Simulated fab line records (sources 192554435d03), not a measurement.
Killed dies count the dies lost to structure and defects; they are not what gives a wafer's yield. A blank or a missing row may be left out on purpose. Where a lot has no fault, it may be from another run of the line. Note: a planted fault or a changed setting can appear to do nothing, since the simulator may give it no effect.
Split-lot experiment / flow n5-finfet / 39 wafers read from 7 lots, route of 1938 steps

## THE SPLIT ITSELF
At N5_MIM_TOP_ALD_01 (deposits HfO2, target thk 5.6 nm, pulse time 1 s, purge time 3 s), the setting ald-cycles was moved away from the recipe's 62 on 12 of the 39 wafers read, by -51.6% to +48.4%. This setting was run at the recipe's value on the other wafers.

Reading taken at the split's own step.

## THE READING
HfO2_of_MIM_TOP_ALD_01.thk-nm (the simulator's own value, which no gauge read), in nm, at N5_MIM_TOP_ALD_01 (deposits HfO2, target thk 5.6 nm, pulse time 1 s, purge time 3 s). No usual value for it is given in the file.

wafer=L074.1; tool, chamber at the split=ald-hk-03, 0,2,1; ald-cycles as run=30; against the recipe=-51.6%; HfO2_of_MIM_TOP_ALD_01.thk-nm, nm=2.8; against lot-mates on the recipe=-2.8
wafer=L074.2; tool, chamber at the split=ald-hk-03, 0,2,1; ald-cycles as run=30; against the recipe=-51.6%; HfO2_of_MIM_TOP_ALD_01.thk-nm, nm=2.8; against lot-mates on the recipe=-2.8
wafer=L074.4; tool, chamber at the split=ald-hk-03, 0,2,1; ald-cycles as run=30; against the recipe=-51.6%; HfO2_of_MIM_TOP_ALD_01.thk-nm, nm=2.8; against lot-mates on the recipe=-2.8
wafer=L074.3; tool, chamber at the split=ald-hk-03, 3,2,1; ald-cycles as run=62; against the recipe=recipe; HfO2_of_MIM_TOP_ALD_01.thk-nm, nm=5.6; against lot-mates on the recipe=-
wafer=L074.5; tool, chamber at the split=ald-hk-03, 3,2,1; ald-cycles as run=62; against the recipe=recipe; HfO2_of_MIM_TOP_ALD_01.thk-nm, nm=5.6; against lot-mates on the recipe=-
wafer=L074.6; tool, chamber at the split=ald-hk-03, 3,2,1; ald-cycles as run=62; against the recipe=recipe; HfO2_of_MIM_TOP_ALD_01.thk-nm, nm=5.6; against lot-mates on the recipe=-
wafer=L078.1; tool, chamber at the split=ald-hk-03, 1,1,2; ald-cycles as run=46; against the recipe=-25.8%; HfO2_of_MIM_TOP_ALD_01.thk-nm, nm=4.2; against lot-mates on the recipe=-1.4
wafer=L078.5; tool, chamber at the split=ald-hk-03, 1,1,2; ald-cycles as run=46; against the recipe=-25.8%; HfO2_of_MIM_TOP_ALD_01.thk-nm, nm=4.2; against lot-mates on the recipe=-1.4
wafer=L078.6; tool, chamber at the split=ald-hk-03, 1,1,2; ald-cycles as run=46; against the recipe=-25.8%; HfO2_of_MIM_TOP_ALD_01.thk-nm, nm=4.2; against lot-mates on the recipe=-1.4
wafer=L078.2; tool, chamber at the split=ald-hk-03, 3,0,2; ald-cycles as run=62; against the recipe=recipe; HfO2_of_MIM_TOP_ALD_01.thk-nm, nm=5.6; against lot-mates on the recipe=-
wafer=L078.3; tool, chamber at the split=ald-hk-03, 3,0,2; ald-cycles as run=62; against the recipe=recipe; HfO2_of_MIM_TOP_ALD_01.thk-nm, nm=5.6; against lot-mates on the recipe=-
wafer=L078.4; tool, chamber at the split=ald-hk-03, 3,0,2; ald-cycles as run=62; against the recipe=recipe; HfO2_of_MIM_TOP_ALD_01.thk-nm, nm=5.6; against lot-mates on the recipe=-
wafer=L077.1; tool, chamber at the split=ald-hk-02, 1,2,2; ald-cycles as run=62; against the recipe=recipe; HfO2_of_MIM_TOP_ALD_01.thk-nm, nm=5.6; against lot-mates on the recipe=-
wafer=L077.3; tool, chamber at the split=ald-hk-02, 1,2,2; ald-cycles as run=62; against the recipe=recipe; HfO2_of_MIM_TOP_ALD_01.thk-nm, nm=5.6; against lot-mates on the recipe=-
wafer=L077.6; tool, chamber at the split=ald-hk-02, 1,2,2; ald-cycles as run=62; against the recipe=recipe; HfO2_of_MIM_TOP_ALD_01.thk-nm, nm=5.6; against lot-mates on the recipe=-
wafer=L077.2; tool, chamber at the split=ald-hk-02, 0,3,3; ald-cycles as run=86; against the recipe=+38.7%; HfO2_of_MIM_TOP_ALD_01.thk-nm, nm=7.8; against lot-mates on the recipe=+2.2
wafer=L077.4; tool, chamber at the split=ald-hk-02, 0,3,3; ald-cycles as run=86; against the recipe=+38.7%; HfO2_of_MIM_TOP_ALD_01.thk-nm, nm=7.8; against lot-mates on the recipe=+2.2
wafer=L077.5; tool, chamber at the split=ald-hk-02, 0,3,3; ald-cycles as run=86; against the recipe=+38.7%; HfO2_of_MIM_TOP_ALD_01.thk-nm, nm=7.8; against lot-mates on the recipe=+2.2
wafer=L081.1; tool, chamber at the split=ald-hk-01, 3,2,2; ald-cycles as run=92; against the recipe=+48.4%; HfO2_of_MIM_TOP_ALD_01.thk-nm, nm=8.2; against lot-mates on the recipe=+2.6
wafer=L081.3; tool, chamber at the split=ald-hk-01, 3,2,2; ald-cycles as run=92; against the recipe=+48.4%; HfO2_of_MIM_TOP_ALD_01.thk-nm, nm=8.2; against lot-mates on the recipe=+2.6
wafer=L081.5; tool, chamber at the split=ald-hk-01, 3,2,2; ald-cycles as run=92; against the recipe=+48.4%; HfO2_of_MIM_TOP_ALD_01.thk-nm, nm=8.2; against lot-mates on the recipe=+2.6
wafer=L081.2; tool, chamber at the split=ald-hk-01, 0,1,3; ald-cycles as run=62; against the recipe=recipe; HfO2_of_MIM_TOP_ALD_01.thk-nm, nm=5.6; against lot-mates on the recipe=-
wafer=L081.4; tool, chamber at the split=ald-hk-01, 0,1,3; ald-cycles as run=62; against the recipe=recipe; HfO2_of_MIM_TOP_ALD_01.thk-nm, nm=5.6; against lot-mates on the recipe=-
wafer=L081.6; tool, chamber at the split=ald-hk-01, 0,1,3; ald-cycles as run=62; against the recipe=recipe; HfO2_of_MIM_TOP_ALD_01.thk-nm, nm=5.6; against lot-mates on the recipe=-
wafer=L085.1; tool, chamber at the split=ald-hk-01, 0,2,3,1,0,1; ald-cycles as run=62; against the recipe=recipe; HfO2_of_MIM_TOP_ALD_01.thk-nm, nm=5.6; against lot-mates on the recipe=-
wafer=L085.2; tool, chamber at the split=ald-hk-01, 0,2,3,1,0,1; ald-cycles as run=62; against the recipe=recipe; HfO2_of_MIM_TOP_ALD_01.thk-nm, nm=5.6; against lot-mates on the recipe=-
wafer=L085.3; tool, chamber at the split=ald-hk-01, 0,2,3,1,0,1; ald-cycles as run=62; against the recipe=recipe; HfO2_of_MIM_TOP_ALD_01.thk-nm, nm=5.6; against lot-mates on the recipe=-
wafer=L085.4; tool, chamber at the split=ald-hk-01, 0,2,3,1,0,1; ald-cycles as run=62; against the recipe=recipe; HfO2_of_MIM_TOP_ALD_01.thk-nm, nm=5.6; against lot-mates on the recipe=-
wafer=L085.5; tool, chamber at the split=ald-hk-01, 0,2,3,1,0,1; ald-cycles as run=62; against the recipe=recipe; HfO2_of_MIM_TOP_ALD_01.thk-nm, nm=5.6; against lot-mates on the recipe=-
wafer=L085.6; tool, chamber at the split=ald-hk-01, 0,2,3,1,0,1; ald-cycles as run=62; against the recipe=recipe; HfO2_of_MIM_TOP_ALD_01.thk-nm, nm=5.6; against lot-mates on the recipe=-
wafer=L093.1; tool, chamber at the split=ald-hk-01, 3,2,1,0,0,3; ald-cycles as run=62; against the recipe=recipe; HfO2_of_MIM_TOP_ALD_01.thk-nm, nm=5.6; against lot-mates on the recipe=-
wafer=L093.2; tool, chamber at the split=ald-hk-01, 3,2,1,0,0,3; ald-cycles as run=62; against the recipe=recipe; HfO2_of_MIM_TOP_ALD_01.thk-nm, nm=5.6; against lot-mates on the recipe=-
wafer=L093.3; tool, chamber at the split=ald-hk-01, 3,2,1,0,0,3; ald-cycles as run=62; against the recipe=recipe; HfO2_of_MIM_TOP_ALD_01.thk-nm, nm=5.6; against lot-mates on the recipe=-
wafer=L093.4; tool, chamber at the split=ald-hk-01, 3,2,1,0,0,3; ald-cycles as run=62; against the recipe=recipe; HfO2_of_MIM_TOP_ALD_01.thk-nm, nm=5.6; against lot-mates on the recipe=-
wafer=L093.5; tool, chamber at the split=ald-hk-01, 3,2,1,0,0,3; ald-cycles as run=62; against the recipe=recipe; HfO2_of_MIM_TOP_ALD_01.thk-nm, nm=5.6; against lot-mates on the recipe=-
wafer=L093.6; tool, chamber at the split=ald-hk-01, 3,2,1,0,0,3; ald-cycles as run=62; against the recipe=recipe; HfO2_of_MIM_TOP_ALD_01.thk-nm, nm=5.6; against lot-mates on the recipe=-
wafer=L094.2; tool, chamber at the split=ald-hk-02, 2,3,0; ald-cycles as run=62; against the recipe=recipe; HfO2_of_MIM_TOP_ALD_01.thk-nm, nm=5.6; against lot-mates on the recipe=-
wafer=L094.4; tool, chamber at the split=ald-hk-02, 2,3,0; ald-cycles as run=62; against the recipe=recipe; HfO2_of_MIM_TOP_ALD_01.thk-nm, nm=5.6; against lot-mates on the recipe=-
wafer=L094.5; tool, chamber at the split=ald-hk-02, 2,3,0; ald-cycles as run=62; against the recipe=recipe; HfO2_of_MIM_TOP_ALD_01.thk-nm, nm=5.6; against lot-mates on the recipe=-
When a row names more than one chamber, that row covers several wafers, and the file does not tell which wafer ran in which chamber.

THE FIT
A straight line over all 39 wafers: HfO2_of_MIM_TOP_ALD_01.thk-nm changes by +0.0546 nm for each +1% of ald-cycles; r = +1.00; the points scatter about the line by 0.027 nm.
The same after taking each lot's own level away (the mean of its wafers on the recipe; 39 wafers): +0.0546 nm for each +1%; r = +1.00; scatter 0.027 nm.
Per that fit: largest ald-cycles move, reading shift of 2.8 nm.
The lots' own levels span 5.60 to 5.60 nm.
Hence the lot-to-lot level has little effect on the slope; both slopes agree.
Check: with one of the wafers moved furthest among these (-51.6%) left out of the fit, the line predicts -2.82 nm for it against its lot-mates. Against them it came out at -2.8 nm.

## THE OTHER SPLITS THESE WAFERS WENT THROUGH
Other splits were also applied to these wafers ahead of the reading. Each is held against what the fit with the lots' levels taken away leaves over:
other split on the same wafers=N5_BEOL_M5_ILD_DEP_00 target-thk-a; wafers away from the commonest value=15; r with HfO2_of_MIM_TOP_ALD_01.thk-nm (lot level and that fit taken away)=-0.06
other split on the same wafers=N5_BEOL_M11_ETCH_62 time-s; wafers away from the commonest value=6; r with HfO2_of_MIM_TOP_ALD_01.thk-nm (lot level and that fit taken away)=+0.07
other split on the same wafers=N5_BEOL_M13_DEP_53 time-s; wafers away from the commonest value=15; r with HfO2_of_MIM_TOP_ALD_01.thk-nm (lot level and that fit taken away)=-0.03

## THE FILE'S OWN FIT
HfO2_of_MIM_TOP_ALD_01.thk-nm changes by +0.0546 nm for each +1% of ald-cycles, r = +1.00.
